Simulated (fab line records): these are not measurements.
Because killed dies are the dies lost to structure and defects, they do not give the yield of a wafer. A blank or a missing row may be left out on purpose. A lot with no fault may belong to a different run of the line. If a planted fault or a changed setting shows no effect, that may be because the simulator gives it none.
Which tool is to blame? | flow n5-finfet | route of 1938 steps, sampled at 1 step: 15 lots, 45 wafers

## WHAT THE GAUGES READ, wafer by wafer
N5_HKMG_FIN_INSPECT_61: inspects for defects (macro).
lot  | measured    | on                | raw-defect-count
L294 | day 4 07:57 | defect-inspect-01 | 2 3 1
L295 | day 4 15:55 | defect-inspect-02 | 3 1 1
L297 | day 5 02:40 | defect-inspect-02 | 1 1 2
L298 | day 5 05:29 | defect-inspect-02 | 3 2 3
L299 | day 5 14:07 | defect-inspect-01 | 2 0 3
L300 | day 5 19:59 | defect-inspect-01 | 2 1 3
L301 | day 6 01:46 | defect-inspect-02 | 5 1 1
L303 | day 6 13:05 | defect-inspect-01 | 1 0 3
L305 | day 7 03:38 | defect-inspect-02 | 0 2 4
L306 | day 7 07:29 | defect-inspect-01 | 6 1 3
L307 | day 7 11:34 | defect-inspect-01 | 1 4 3
L308 | day 7 17:41 | defect-inspect-01 | 3 2 2
L314 | day 9 13:19 | defect-inspect-01 | 3 1 1
L315 | day 9 14:32 | defect-inspect-01 | 3 3 2
L316 | day 9 21:10 | defect-inspect-02 | 3 2 0

## TOOL THAT RAN EACH LOT (tool first, then ch and the chambers of the sampled wafers, then the start)
Record: no process step prior to these readings.

## WHAT THE TOOLS THEMSELVES READ (means of the sampled wafers that have a number; where no wafer has one, the mark that the record gives instead)
The record holds no such reading with a usual standard deviation.

## THE ANSWER, worked out from the rows above alone
Rule: usual is defined by the lots themselves. Put in order of their means at a reading, lots are off if they are a third of the lots or fewer, leave a main group of 4 or more, and stand apart from it by a gap of 3 or more times the standard deviation of the main group's means; of several such gaps the widest counts. The tables above print the reading to a certain number of digits; a main group whose means all agree to those digits is not used. Also off: a lot with no number at a reading for which 4 or more lots have one. Where the step has rows for the other lots, those lots are counted as sound. After the gauges, taken in route order, come the tools' own readings; for these a lot's mean is taken, as printed above. At the first step where some lot is off, the reading lying furthest off is the one used; lots without a number count as furthest.
None of the lots is off at any reading shown; this tells nothing.

## WHAT THE SIMULATOR HAD PUT IN
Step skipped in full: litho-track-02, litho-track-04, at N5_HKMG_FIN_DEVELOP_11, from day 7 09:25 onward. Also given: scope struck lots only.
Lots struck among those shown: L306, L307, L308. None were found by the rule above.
